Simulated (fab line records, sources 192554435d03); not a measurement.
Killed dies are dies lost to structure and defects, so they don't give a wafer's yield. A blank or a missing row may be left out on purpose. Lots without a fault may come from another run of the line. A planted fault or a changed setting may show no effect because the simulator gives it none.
fab line records | flow n5_finfet
record lots=7 wafers=21
route steps=1938 shown BEOL_M10@1474 BEOL_M11@1552 BEOL_M12@1648 BEOL_M13@1710 BEOL_M14@1716
start_h: hours from the record's first day to the start of the lot's first wafer shown | wait_h: hours since the lot's step before | " the same as in the row above | L1.1+2: a row that stands for several wafers | - no value, or no start given | * or withheld: withheld | < > ~ a bound
route shown NAME@n: a module of which the file shows steps, and the number in the route of the first | usual: mean/standard deviation of fault-free wafers | same: alike in all rows | chamber/n: place in a boat | sites: the reading at each site | _std_site: their standard deviation | _edge_site: outer sites' mean less inner sites' | radius_mm: how far each site lies from the wafer's centre | mask NAME#n: copy n | behind: the tool/chamber that last shaped the wafer | hold: why the lot was held/for how many hours/how that ended | device: the transistor (n, p or np) that didn't switch | end of line: the same wafers' tests at the end of the route | a step without rows: its recipe alone | killed: dies lost to structure and defects at the first sort, not the wafer's yield | map: a wafer's dies, x killed, . not, _ none there
set.NAME: the setting as run; set.NAME@STEP: as run at that earlier step | model.NAME: the simulator's own value behind a step, which no gauge read
lots whose settings were changed on purpose; a table a step, a row a wafer
## steps
# step N5_BEOL_M10_HM_DEP_02
# recipe material=TiN target_thk_a=200 temp_c=25 chamber_pressure_pa=0.49996
# columns lot.wafer tool chamber start_h wait_h set.target_thk_a model.TiN_of_BEOL_M10_HM_DEP_02.thk_nm
L075.2 pvd_sputter-03 - 214.87 0.1 200 19.6
L075.3 " - " " 200 20.2
L075.4 " - " " 200 20
L077.3+4 pvd_sputter-01 - 228.19 2.6 200 20.2
L077.6 " - " " 200 20
L080.3 pvd_sputter-02 - 243.57 2.4 200 19.6
L080.4 " - " " 200 20.2
L080.6 " - " " 179.6 18
L084.1+5 pvd_sputter-02 - 288.12 0.9 200 19.8
L084.3 " - " " 200 19.6
L092.1 pvd_sputter-01 - 333.30 0.2 200 20.4
L092.3 " - " " 174.7 17.4
L092.6 " - " " 174.7 17.8
L096.2 pvd_sputter-01 - 352.64 0.5 200 19.8
L096.3 " - " " 178.5 18
L096.4 " - " " 200 20.2
L095.1 pvd_sputter-01 - 352.74 0.4 200 20.4
L095.3 " - " " 200 20.6
L095.6 " - " " 200 20.2
# step N5_BEOL_M10_COAT_59
# recipe resist=SOC temp_c=250 time_s=60 spin_rpm=1500 resist_thk_nm=100
# step N5_BEOL_M10_COAT_60
# recipe resist=SiARC temp_c=220 time_s=60 spin_rpm=1500 resist_thk_nm=30
# step N5_BEOL_M10_STRIP_68
# recipe chemistry=N2/H2 temp_c=40 n2_flow_sccm=200 h2_flow_sccm=200 rf_frequency_hz=6e+07
# step N5_BEOL_M10_STRIP_67
# recipe chemistry=CF4 resist=SiARC power_w=300 bias_power_w=75 pressure_mtorr=50 cf4_flow_sccm=150 rf_frequency_hz=6e+07
# step N5_BEOL_M10_HM_OPEN_17
# recipe chemistry=Cl2/BCl3 target_depth_a=200 overetch_a=60 target=TiN mask_material=SOC ion_energy_ev=150 pressure_mtorr=10 icp_w=1000 bias_w=126 Cl2_flow_sccm=53.25 bcl3_flow_sccm=21.75 Ar_flow_sccm=25
# columns lot.wafer tool chamber start_h wait_h set.target_thk_a@BEOL_M10_HM_DEP_02 model.etch.depth_nm
L075.2 rie_metal-01 0 215.82 0.0 200 19.66
L075.3 " 0 " " 200 20.24
L075.4 " 1 " " 200 20.04
L077.3 rie_metal-01 0 229.09 0.1 200 20.27
L077.4 " 1 " " 200 20.2
L077.6 " 0 " " 200 20.04
L080.3 rie_metal-01 0 244.47 0.1 200 19.67
L080.4 " 1 " " 200 20.23
L080.6 " 0 " " 179.6 17.94
L084.1 rie_metal-02 1 288.97 0.0 200 19.89
L084.3 " 0 " " 200 19.67
L084.5 " 1 " " 200 19.82
L092.1 rie_metal-02 1 335.30 0.0 200 20.39
L092.3 " 1 " " 174.7 17.49
L092.6 " 0 " " 174.7 17.81
L096.2 rie_metal-01 0 353.95 0.0 200 19.77
L096.3 " 0 " " 178.5 17.94
L096.4 " 1 " " 200 20.15
L095.1 rie_metal-03 1 354.95 0.0 200 20.34
L095.3 " 1 " " 200 20.51
L095.6 " 0 " " 200 20.15
# step N5_BEOL_M10_DEP_56
# recipe material=SiCN target_thk_a=150 temp_c=withheld precursor=3MS/NH3 pressure_torr=3 rf_w=202 time_s=26.5
# columns lot.wafer tool chamber start_h wait_h set.time_s model.SiCN_of_BEOL_M10_DEP_56.thk_nm
L075.2 pecvd-02 0 220.02 0.0 23.31 13.2
L075.3 " 1 " " 26.5 15.2
L075.4 " 0 " " 26.5 15.4
L077.3 pecvd-02 1 233.33 0.0 23.35 13
L077.4 " 2 " " 26.5 15
L077.6 " 1 " " 23.35 13.6
L080.3 pecvd-04 1 251.06 0.0 26.5 15
L080.4 " 1 " " 26.5 15.2
L080.6 " 0 " " 23.98 13.8
L084.1 pecvd-04 1 293.89 0.0 24.64 13.8
L084.3 " 2 " " 26.5 14.6
L084.5 " 2 " " 26.5 15
L092.1 pecvd-01 2 341.05 0.0 26.5 15
L092.3 " 0 " " 26.5 14.8
L092.6 " 2 " " 26.5 15.2
L096.2 pecvd-02 0 360.02 0.0 22.6 13
L096.3 " 1 " " 26.5 15.2
L096.4 " 2 " " 22.6 13.4
L095.1+3 pecvd-04 1,2 360.23 0.0 26.5 15
L095.6 " 1 " " 26.5 15.2
# step N5_BEOL_M11_DESCUM_16
# recipe chemistry=O2 time_s=7.9 source_power_w=50 bias_power_w=20 pressure_mtorr=20 rf_frequency_hz=2.712e+07 temp_c=40 resist=CAR-ArF o2_flow_sccm=225
# columns lot.wafer tool chamber start_h wait_h set.time_s model.CAR-ArF_of_BEOL_M11_COAT_05.thk_nm
L075.2+4 rie_diel-06 0,2 222.50 0.5 7.9 83.8
L075.3 " 1 " " 9.427 82.8
L077.3+4 rie_diel-02 0,1 236.14 0.1 7.9 83
L077.6 " 0 " " 8.795 82.4
L080.3 rie_diel-06 0 252.70 0.0 7.285 83.6
L080.4 " 3 " " 7.285 83.8
L080.6 " 2 " " 7.9 83.2
L084.1 rie_diel-05 1 297.73 0.0 7.9 83.4
L084.3+5 " 0 " " 7.9 83.6
L092.1+3 rie_diel-06 3,1 344.17 0.1 7.9 83.4
L092.6 " 2 " " 8.877 83
L096.2 rie_diel-05 0 362.49 0.0 7.9 83.4
L096.3 " 3 " " 7.9 84
L096.4 " 0 " " 8.98 83
L095.1 rie_diel-06 0 362.65 0.0 7.9 83.4
L095.3+6 " 3 " " 7.9 83.6
# step N5_BEOL_M11_ETCH_61
# recipe chemistry=CF4 target=SiARC target_depth_a=390 mask_material=CAR-ArF time_s=65 ion_energy_ev=80 pressure_mtorr=40 source_w=545 bias_w=36 Ar_flow_sccm=100 cf4_flow_sccm=100 ends=cleared
# columns lot.wafer tool chamber start_h wait_h set.time_s@BEOL_M11_DESCUM_16 model.CAR-ArF_of_BEOL_M11_COAT_05.thk_nm
L075.2+4 rie_diel-06 0,2 222.53 0.0 7.9 55.8
L075.3 " 1 " " 9.427 54.8
L077.3 rie_diel-02 0 236.18 0.0 7.9 55
L077.4 " 1 " " 7.9 55.2
L077.6 " 0 " " 8.795 54.4
L080.3 rie_diel-06 0 252.73 0.0 7.285 55.6
L080.4 " 3 " " 7.285 55.8
L080.6 " 2 " " 7.9 55.2
L084.1+3 rie_diel-05 1,0 297.77 0.0 7.9 55.6
L084.5 " 0 " " 7.9 55.8
L092.1 rie_diel-06 3 344.21 0.0 7.9 55.6
L092.3 " 1 " " 7.9 55.4
L092.6 " 2 " " 8.877 55
L096.2 rie_diel-05 0 362.53 0.0 7.9 55.4
L096.3 " 3 " " 7.9 56.2
L096.4 " 0 " " 8.98 55
L095.1+3 rie_diel-06 0,3 362.69 0.0 7.9 55.6
L095.6 " 3 " " 7.9 55.8
# step N5_BEOL_M11_COAT_64
# recipe resist=SiARC temp_c=220 time_s=60 spin_rpm=1500 resist_thk_nm=30
# columns lot.wafer tool chamber start_h wait_h set.spin_rpm model.SiARC_of_BEOL_M11_COAT_64.thk_nm
L075.2 litho_track-04 0 - - 1500 30
L075.3 " 0 " " 1613 28.8
L075.4 " 0 " " 1500 29.8
L077.3 litho_track-03 0 - - 1500 30.2
L077.4+6 " 0 " " 1500 30
L080.3+6 litho_track-03 0 - - 1359 31.6
L080.4 " 0 " " 1500 30
L084.1+5 litho_track-04 0 - - 1500 30
L084.3 " 0 " " 1575 29.4
L092.1 litho_track-05 0 - - 1347 31.6
L092.3 " 0 " " 1500 29.8
L092.6 " 0 " " 1347 31.4
L095.1+3 litho_track-04 0 - - 1500 30
L095.6 " 0 " " 1500 29.8
L096.2+4 litho_track-05 0 - - 1417 30.8
L096.3 " 0 " " 1500 30
# step N5_BEOL_M11_COAT_22
# recipe resist=CAR-ArF spin_rpm=1500 resist_thk_nm=90
# step N5_BEOL_M11_EBR_24
# recipe solvent=PGMEA ebr_width_mm=1.5
# step N5_BEOL_M11_DESCUM_33
# recipe chemistry=O2 time_s=7.9 source_power_w=50 bias_power_w=20 pressure_mtorr=20 rf_frequency_hz=2.712e+07 temp_c=40 resist=CAR-ArF o2_flow_sccm=225
# step N5_BEOL_M11_ETCH_65
# recipe chemistry=CF4 target=SiARC target_depth_a=390 mask_material=CAR-ArF time_s=65 ion_energy_ev=80 pressure_mtorr=40 source_w=545 bias_w=36 Ar_flow_sccm=100 cf4_flow_sccm=100 ends=cleared
# columns lot.wafer tool chamber start_h wait_h set.spin_rpm@BEOL_M11_COAT_64 model.etch.depth_nm model.CAR-ArF_of_BEOL_M11_COAT_22.thk_nm
L075.2 rie_diel-02 1 223.75 0.0 1500 29.99 55.8
L075.3 " 3 " " 1613 28.89 57
L075.4 " 2 " " 1500 29.9 55.8
L077.3 rie_diel-05 2 237.13 0.0 1500 30.1 55.2
L077.4 " 1 " " 1500 30 55.8
L077.6 " 2 " " 1500 30.09 55.2
L080.3 rie_diel-06 1 256.47 0.0 1359 31.65 53.8
L080.4 " 0 " " 1500 30.08 55.4
L080.6 " 0 " " 1359 31.68 54
L084.1 rie_diel-06 1 301.11 0.0 1500 30.01 55.4
L084.3 " 2 " " 1575 29.38 55.8
L084.5 " 3 " " 1500 30.06 55.2
L092.1 rie_diel-05 1 348.43 0.0 1347 31.51 54
L092.3 " 0 " " 1500 29.82 55.4
L092.6 " 2 " " 1347 31.47 53.8
L095.1 rie_diel-06 1 364.29 0.0 1500 29.98 55.6
L095.3 " 2 " " 1500 29.92 55.2
L095.6 " 2 " " 1500 29.8 55.4
L096.2 rie_diel-05 0 364.46 0.0 1417 30.74 55
L096.3 " 3 " " 1500 29.93 55.6
L096.4 " 0 " " 1417 30.84 54.8
# step N5_BEOL_M12_SPUTTER_43
# recipe material=TaN target_thk_a=150 temp_c=50 bias_v=168.6 power_w=15000 chamber_pressure_pa=0.12 time_s=24.19
# columns lot.wafer tool chamber start_h wait_h set.power_w model.TaN_of_BEOL_M12_SPUTTER_43.thk_nm
L075.2 pvd_sputter-03 - 230.27 0.0 15000 15.4
L075.3 " - " " 15000 15.6
L075.4 " - " " 15000 15.2
L077.3+6 pvd_sputter-02 - 244.61 0.0 15000 14.8
L077.4 " - " " 15000 15
L080.3+6 pvd_sputter-02 - 264.42 0.0 15000 14.8
L080.4 " - " " 15000 15
L084.1+5 pvd_sputter-01 - 308.81 0.0 15000 15
L084.3 " - " " 16180 16.2
L092.1+6 pvd_sputter-01 - 356.65 0.0 14060 14
L092.3 " - " " 15000 15
L095.1 pvd_sputter-02 - 373.79 0.0 15000 15.2
L095.3 " - " " 15000 15
L095.6 " - " " 15000 15.4
L096.2+4 pvd_sputter-01 - 373.89 0.0 15000 15.2
L096.3 " - " " 12650 12.6
# step N5_BEOL_M12_DEP_53
# recipe material=SiCN target_thk_a=300 temp_c=withheld precursor=3MS/NH3 pressure_torr=3 rf_w=675 time_s=10.5
# columns lot.wafer tool chamber start_h wait_h set.time_s model.SiCN_of_BEOL_M12_DEP_53.thk_nm
L075.2 pecvd-01 1 231.57 0.0 11.42 32.2
L075.3 " 2 " " 10.5 29.8
L075.4 " 2 " " 10.5 30.2
L077.3 pecvd-01 0 245.92 0.0 10.5 30.2
L077.4 " 2 " " 11.61 33.6
L077.6 " 1 " " 10.5 30.8
L080.3 pecvd-01 0 265.50 0.0 11.22 31.6
L080.4 " 1 " " 10.5 30.8
L080.6 " 0 " " 10.5 30.4
L084.1 pecvd-01 2 310.49 0.0 9.129 25.8
L084.3 " 1 " " 9.129 25.6
L084.5 " 2 " " 9.129 26.2
L092.1 pecvd-02 1 357.74 0.0 11.04 31
L092.3+6 " 2,1 " " 10.5 30
L095.1 pecvd-02 1 374.99 0.0 10.5 30.2
L095.3 " 0 " " 10.5 29.8
L095.6 " 2 " " 10.5 30.4
L096.2 pecvd-01 2 375.55 0.0 10.5 29.6
L096.3 " 0 " " 10.5 29.4
L096.4 " 1 " " 10.5 30.4
# step N5_BEOL_M13_CMP_49
# recipe stop_on=SiOC t_overpolish_s=17.1 down_force_psi=1 platen_rpm=50 clearing_platen_down_force_psi=1.5 clearing_platen_rpm=50 post_cmp_clean=cu_alkaline target_thk_nm=420 clearing_platen_pad_velocity_m_s=0.99484 pad_velocity_m_s=0.99484
# usual barrier_field_endpoint_s=30.5/0.79
# columns lot.wafer tool chamber start_h wait_h set.down_force_psi barrier_field_endpoint_s
L075.2 cmp-04 2 238.39 0.2 0.8164 36.2
L075.4 " 3 " " 1 30.0
L075.3 " 0 " " 0.8164 37.0
L077.3 cmp-04 0 252.93 0.2 1 31.3
L077.4 " 1 " " 1 31.2
L077.6 " 0 " " 1 30.6
L080.4 cmp-03 1 270.40 0.1 0.793 39.5
L080.3 " 0 " " 0.793 39.1
L080.6 " 2 " " 1 31.8
L084.3 cmp-04 3 315.31 0.2 0.8489 35.8
L084.1 " 0 " " 1 31.0
L084.5 " 2 " " 0.8489 35.7
L092.1 cmp-04 3 363.06 0.3 1.173 25.5
L092.3 " 0 " " 1 30.6
L092.6 " 3 " " 1 30.3
L095.1 cmp-03 2 378.98 0.3 1 31.7
L095.3 " 0 " " 1 31.2
L095.6 " 1 " " 1 30.3
L096.4 cmp-02 0 383.52 0.3 1 29.5
L096.2 " 2 " " 1 31.2
L096.3 " 3 " " 0.8697 36.0
# step N5_BEOL_M14_ILD_DEP_00
# recipe material=SiO2 target_thk_a=11193 temp_c=400 precursor=TEOS/O2 pressure_torr=6.5 rf_w=900 teos_flow_sccm=161.4 gas=O2 flow_sccm=2650 time_s=237.4
# columns lot.wafer tool chamber start_h wait_h set.temp_c model.SiO2_of_BEOL_M14_ILD_DEP_00.thk_nm
L075.2 pecvd-02 0 238.87 0.0 400 1098
L075.3 " 2 " " 400 1118
L075.4 " 1 " " 400 1122
L077.3 pecvd-04 1 253.37 0.0 407.6 1047
L077.4 " 0 " " 400 1124
L077.6 " 1 " " 400 1123
L080.3 pecvd-02 0 270.91 0.0 394.7 1142
L080.4 " 0 " " 400 1132
L080.6 " 1 " " 394.7 1158
L084.1 pecvd-02 1 315.72 0.0 400 1107
L084.3 " 0 " " 400 1116
L084.5 " 0 " " 400 1134
L092.1 pecvd-04 2 363.51 0.0 400 1123
L092.3 " 0 " " 400 1127
L092.6 " 2 " " 407.6 1075
L095.1 pecvd-02 0 379.43 0.0 400 1092
L095.3 " 1 " " 400 1103
L095.6 " 1 " " 400 1117
L096.2 pecvd-02 2 384.00 0.0 393.8 1142
L096.3 " 0 " " 393.8 1156
L096.4 " 2 " " 400 1107
# step N5_BEOL_M14_THK_MEAS_01
# recipe reads=SiO2_of_BEOL_M14_ILD_DEP_00
# usual M14_ILD_THK=1113/14
# columns lot.wafer tool chamber start_h wait_h set.temp_c@BEOL_M14_ILD_DEP_00 M14_ILD_THK[nm]
L075.2 film_metro-01 - 239.06 0.1 400 1098
L075.3 " - " " 400 1120
L075.4 " - " " 400 1122
L077.3 film_metro-01 - 253.56 0.1 407.6 1047
L077.4 " - " " 400 1124
L077.6 " - " " 400 1123
L080.3 film_metro-01 - 271.10 0.1 394.7 1141
L080.4 " - " " 400 1131
L080.6 " - " " 394.7 1159
L084.1 film_metro-01 - 315.91 0.1 400 1106
L084.3 " - " " 400 1116
L084.5 " - " " 400 1133
L092.1 film_metro-02 - 363.70 0.1 400 1122
L092.3 " - " " 400 1127
L092.6 " - " " 407.6 1076
L095.1 film_metro-01 - 379.62 0.1 400 1092
L095.3 " - " " 400 1103
L095.6 " - " " 400 1117
L096.2 film_metro-02 - 384.27 0.2 393.8 1141
L096.3 " - " " 393.8 1156
L096.4 " - " " 400 1106
# step N5_BEOL_M14_COAT_58
# recipe resist=BARC temp_c=205 time_s=60 spin_rpm=1500 resist_thk_nm=89
# step N5_BEOL_M14_COAT_04
# recipe spin_rpm=1704 resist_thk_nm=800
# step N5_BEOL_M14_DESCUM_15
# recipe chemistry=O2 time_s=7.9 source_power_w=50 bias_power_w=20 pressure_mtorr=20 rf_frequency_hz=2.712e+07 temp_c=40 o2_flow_sccm=225
# step N5_BEOL_M14_ETCH_59
# recipe chemistry=N2/H2 target=BARC target_depth_a=890 overetch_a=267 time_s=67.9 ion_energy_ev=200 pressure_mtorr=30 source_w=840 bias_w=150 n2_flow_sccm=200 h2_flow_sccm=200
# step N5_BEOL_M14_VIA_ETCH_16
# recipe chemistry=C4F8/O2/Ar target=SiO2 he_inner_torr=15 he_outer_torr=30 target_depth_a=12313 time_s=withheld ion_energy_ev=800 pressure_mtorr=20 source_w=1905 bias_w=2040 Ar_flow_sccm=400 C4F8_flow_sccm=16 O2_flow_sccm=12 ends=cleared
# columns lot.wafer tool chamber start_h wait_h set.temp_c@BEOL_M14_ILD_DEP_00 model.etch.depth_nm
L075.2 rie_diel-01 2 239.70 0.0 400 1098
L075.3 " 0 " " 400 1118
L075.4 " 2 " " 400 1122
L077.3 rie_diel-04 1 254.17 0.0 407.6 1047
L077.4 " 2 " " 400 1124
L077.6 " 2 " " 400 1123
L080.3 rie_diel-04 1 271.71 0.0 394.7 1142
L080.4 " 2 " " 400 1132
L080.6 " 1 " " 394.7 1158
L084.1 rie_diel-04 0 316.78 0.0 400 1107
L084.3 " 2 " " 400 1116
L084.5 " 2 " " 400 1134
L092.1 rie_diel-03 3 364.36 0.0 400 1123
L092.3 " 1 " " 400 1127
L092.6 " 2 " " 407.6 1075
L095.1 rie_diel-03 0 380.10 0.0 400 1092
L095.3 " 1 " " 400 1103
L095.6 " 1 " " 400 1117
L096.2 rie_diel-04 0 385.03 0.0 393.8 1142
L096.3 " 2 " " 393.8 1156
L096.4 " 0 " " 400 1107
# step N5_BEOL_M14_TRENCH_ETCH_34
# recipe chemistry=C4F8/O2/Ar target=SiO2 target_depth_a=5566.5 mask_material=SOC he_inner_torr=15 he_outer_torr=30 time_s=126.9 ion_energy_ev=800 pressure_mtorr=20 source_w=1905 bias_w=2040 Ar_flow_sccm=400 C4F8_flow_sccm=16 O2_flow_sccm=12
# usual rf_vpp_V=2209/35
# columns lot.wafer tool chamber start_h wait_h set.bias_w rf_vpp_V
L075.2 rie_diel-04 2 241.05 0.0 1915 2161
L075.3 " 1 " " 2040 2257
L075.4 " 3 " " 2040 2231
L077.3 rie_diel-04 0 255.39 0.0 2040 2201
L077.4 " 2 " " 2040 2258
L077.6 " 3 " " 1830 2067
L080.3 rie_diel-03 0 273.05 0.0 1685 1917
L080.4 " 1 " " 2040 2243
L080.6 " 3 " " 1685 1880
L084.1 rie_diel-04 3 319.19 0.0 2040 2231
L084.3 " 1 " " 2040 2256
L084.5 " 3 " " 2336 2447
L092.1 rie_diel-03 1 366.42 0.0 2040 2239
L092.3 " 3 " " 2040 2151
L092.6 " 1 " " 2313 2442
L095.1 rie_diel-03 3 381.45 0.0 2040 2151
L095.3 " 0 " " 2040 2193
L095.6 " 3 " " 2040 2150
L096.2 rie_diel-01 3 386.53 0.0 2338 2387
L096.3 " 1 " " 2338 2437
L096.4 " 0 " " 2338 2383
# step N5_BEOL_M14_SPUTTER_43
# recipe material=TaN target_thk_a=150 temp_c=50 bias_v=168.6 power_w=15000 chamber_pressure_pa=0.12 time_s=24.19
# columns lot.wafer tool chamber start_h wait_h set.time_s model.TaN_of_BEOL_M14_SPUTTER_43.thk_nm
L075.2 pvd_sputter-03 - 244.26 0.0 26.53 16.4
L075.3 " - " " 24.19 15.2
L075.4 " - " " 26.53 16.8
L077.3+4 pvd_sputter-01 - 258.58 0.0 24.19 15
L077.6 " - " " 22.88 14.2
L080.3 pvd_sputter-03 - 275.74 0.0 20.82 12.8
L080.4 " - " " 24.19 14.8
L080.6 " - " " 24.19 15
L084.1+5 pvd_sputter-01 - 324.14 0.0 24.19 15
L084.3 " - " " 22.5 14
L092.1+3 pvd_sputter-01 - 367.90 0.0 21.05 13.2
L092.6 " - " " 24.19 15.2
L095.1+3 pvd_sputter-02 - 382.86 0.0 24.19 14.8
L095.6 " - " " 24.19 14.6
L096.2 pvd_sputter-02 - 390.05 0.0 24.19 14.8
L096.3 " - " " 24.19 15
L096.4 " - " " 24.19 15.2
## key
split step=N5_BEOL_M10_HM_DEP_02 setting=target_thk_a stated=200 by=wafer
response step=N5_BEOL_M10_HM_DEP_02 reading=model.TiN_of_BEOL_M10_HM_DEP_02.thk_nm change=+0.201 per=1% r=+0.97
response step=N5_BEOL_M10_HM_OPEN_17 reading=model.etch.depth_nm change=+0.203 per=1% r=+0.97
split step=N5_BEOL_M10_DEP_56 setting=time_s stated=26.5 by=wafer
response step=N5_BEOL_M10_DEP_56 reading=model.SiCN_of_BEOL_M10_DEP_56.thk_nm change=+0.147 per=1% r=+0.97
split step=N5_BEOL_M11_DESCUM_16 setting=time_s stated=7.9 by=wafer
response step=N5_BEOL_M11_DESCUM_16 reading=model.CAR-ArF_of_BEOL_M11_COAT_05.thk_nm change=-0.0494 per=1% r=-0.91
response step=N5_BEOL_M11_ETCH_61 reading=model.CAR-ArF_of_BEOL_M11_COAT_05.thk_nm change=-0.0535 per=1% r=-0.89
split step=N5_BEOL_M11_COAT_64 setting=spin_rpm stated=1500 by=wafer
response step=N5_BEOL_M11_COAT_64 reading=model.SiARC_of_BEOL_M11_COAT_64.thk_nm change=-0.158 per=1% r=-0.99
response step=N5_BEOL_M11_ETCH_65 reading=model.etch.depth_nm change=-0.157 per=1% r=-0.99
response step=N5_BEOL_M11_ETCH_65 reading=model.CAR-ArF_of_BEOL_M11_COAT_22.thk_nm change=+0.147 per=1% r=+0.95
split step=N5_BEOL_M12_SPUTTER_43 setting=power_w stated=15000 by=wafer
response step=N5_BEOL_M12_SPUTTER_43 reading=model.TaN_of_BEOL_M12_SPUTTER_43.thk_nm change=+0.163 per=1% r=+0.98
split step=N5_BEOL_M12_DEP_53 setting=time_s stated=10.5 by=wafer
response step=N5_BEOL_M12_DEP_53 reading=model.SiCN_of_BEOL_M12_DEP_53.thk_nm change=+0.244 per=1% r=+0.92
split step=N5_BEOL_M13_CMP_49 setting=down_force_psi stated=1 by=wafer
response step=N5_BEOL_M13_CMP_49 reading=barrier_field_endpoint_s change=-0.346 per=1% r=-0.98
split step=N5_BEOL_M14_ILD_DEP_00 setting=temp_c stated=400 by=wafer
response step=N5_BEOL_M14_ILD_DEP_00 reading=model.SiO2_of_BEOL_M14_ILD_DEP_00.thk_nm change=-28.9 per=1% r=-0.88
response step=N5_BEOL_M14_THK_MEAS_01 reading=M14_ILD_THK change=-28.8 per=1% r=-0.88
response step=N5_BEOL_M14_VIA_ETCH_16 reading=model.etch.depth_nm change=-28.9 per=1% r=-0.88
split step=N5_BEOL_M14_TRENCH_ETCH_34 setting=bias_w stated=2040 by=wafer
response step=N5_BEOL_M14_TRENCH_ETCH_34 reading=rf_vpp_V change=+17.3 per=1% r=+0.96
split step=N5_BEOL_M14_SPUTTER_43 setting=time_s stated=24.19 by=wafer
response step=N5_BEOL_M14_SPUTTER_43 reading=model.TaN_of_BEOL_M14_SPUTTER_43.thk_nm change=+0.15 per=1% r=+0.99
